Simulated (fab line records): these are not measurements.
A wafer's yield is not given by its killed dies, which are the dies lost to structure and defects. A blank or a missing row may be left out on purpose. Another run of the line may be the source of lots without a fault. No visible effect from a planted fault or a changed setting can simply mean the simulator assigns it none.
Chamber matching || flow nandHarc || rieDiel-06 running NHARC_P_GATE_DESCUM_48: 4 sister chambers
The step chemistry O2, time 3 s. 14 wafers are shown with their chamber, then 7 later ones without.

WAFERS PAIRED WITH THEIR CHAMBERS
{"wafer": "L078.2", "chamber": 0, "drypumpMotorCurrentA (A)": 5.38, "oesProductAu (a.u.)": 1.002, "rfVppV (V)": 57.6}
{"wafer": "L078.4", "chamber": 3, "drypumpMotorCurrentA (A)": 6.15, "oesProductAu (a.u.)": 0.977, "rfVppV (V)": 56.7}
{"wafer": "L078.5", "chamber": 0, "drypumpMotorCurrentA (A)": 5.38, "oesProductAu (a.u.)": 1.004, "rfVppV (V)": 58.4}
{"wafer": "L081.4", "chamber": 3, "drypumpMotorCurrentA (A)": 6.18, "oesProductAu (a.u.)": 0.994, "rfVppV (V)": 58.1}
{"wafer": "L081.5", "chamber": 0, "drypumpMotorCurrentA (A)": 5.38, "oesProductAu (a.u.)": 1.010, "rfVppV (V)": 57.6}
{"wafer": "L081.6", "chamber": 3, "drypumpMotorCurrentA (A)": 6.19, "oesProductAu (a.u.)": 0.992, "rfVppV (V)": 58.5}
{"wafer": "L087.1", "chamber": 3, "drypumpMotorCurrentA (A)": 6.19, "oesProductAu (a.u.)": 0.986, "rfVppV (V)": 55.9}
{"wafer": "L087.2", "chamber": 1, "drypumpMotorCurrentA (A)": 5.80, "oesProductAu (a.u.)": 0.997, "rfVppV (V)": 59.7}
{"wafer": "L087.3", "chamber": 2, "drypumpMotorCurrentA (A)": 5.75, "oesProductAu (a.u.)": 0.973, "rfVppV (V)": 56.5}
{"wafer": "L092.1", "chamber": 2, "drypumpMotorCurrentA (A)": 5.73, "oesProductAu (a.u.)": 0.988, "rfVppV (V)": 57.6}
{"wafer": "L092.2", "chamber": 3, "drypumpMotorCurrentA (A)": 6.17, "oesProductAu (a.u.)": 0.974, "rfVppV (V)": 57.2}
{"wafer": "L092.4", "chamber": 0, "drypumpMotorCurrentA (A)": 5.39, "oesProductAu (a.u.)": 0.996, "rfVppV (V)": 58.6}
{"wafer": "L095.1", "chamber": 2, "drypumpMotorCurrentA (A)": 5.74, "oesProductAu (a.u.)": 0.995, "rfVppV (V)": 55.8}
{"wafer": "L095.3", "chamber": 1, "drypumpMotorCurrentA (A)": 5.77, "oesProductAu (a.u.)": 1.002, "rfVppV (V)": 57.2}

SIGNATURES (averages over the wafers above)
{"reading": "drypumpMotorCurrentA", "chamber 0": 5.3825, "chamber 1": 5.7850, "chamber 2": 5.7400, "chamber 3": 6.1760, "scatter within a chamber": 0.0136}
{"reading": "oesProductAu", "chamber 0": 1.00300, "chamber 1": 0.99950, "chamber 2": 0.98533, "chamber 3": 0.98460, "scatter within a chamber": 0.00825}
{"reading": "rfVppV", "chamber 0": 58.050, "chamber 1": 58.450, "chamber 2": 56.633, "chamber 3": 57.280, "scatter within a chamber": 1}
Rule: a wafer's distance from a chamber is the root of the sum, over the readings, of the square of ((its reading less the chamber's mean) divided by the reading's scatter). The wafer belongs to the nearest chamber; if the next one is less than 2 further off, it can't be placed. The scatter: the root of (the sum of the squares of (reading less its chamber's mean) over the shown wafers, divided by (wafers less chambers)).

WAFERS WITH NO CHAMBER GIVEN
{"wafer": "L095.4", "drypumpMotorCurrentA (A)": 5.38, "oesProductAu (a.u.)": 1.000, "rfVppV (V)": 57.0}
{"wafer": "L096.1", "drypumpMotorCurrentA (A)": 5.80, "oesProductAu (a.u.)": 0.973, "rfVppV (V)": 58.3}
{"wafer": "L096.2", "drypumpMotorCurrentA (A)": 6.17, "oesProductAu (a.u.)": 0.975, "rfVppV (V)": 56.9}
{"wafer": "L096.3", "drypumpMotorCurrentA (A)": 5.77, "oesProductAu (a.u.)": 0.980, "rfVppV (V)": 57.3}
{"wafer": "L097.1", "drypumpMotorCurrentA (A)": 5.74, "oesProductAu (a.u.)": 0.987, "rfVppV (V)": 57.9}
{"wafer": "L097.5", "drypumpMotorCurrentA (A)": 6.18, "oesProductAu (a.u.)": 0.983, "rfVppV (V)": 57.4}
{"wafer": "L097.6", "drypumpMotorCurrentA (A)": 5.74, "oesProductAu (a.u.)": 0.984, "rfVppV (V)": 56.9}

WHICH CHAMBER EACH WENT THROUGH
{"wafer": "L095.4", "from the rows above": 0, "in truth": 0}
{"wafer": "L096.1", "from the rows above": "can't be placed: 1 or 2", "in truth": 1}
{"wafer": "L096.2", "from the rows above": 3, "in truth": 3}
{"wafer": "L096.3", "from the rows above": "can't be placed: 2 or 1", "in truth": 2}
{"wafer": "L097.1", "from the rows above": 2, "in truth": 2}
{"wafer": "L097.5", "from the rows above": 3, "in truth": 3}
{"wafer": "L097.6", "from the rows above": 2, "in truth": 2}
Correct placement for 5 of the 7. Not placeable from these rows: 2 (in 2, the candidates include the true chamber). Wrongly placed: 0.
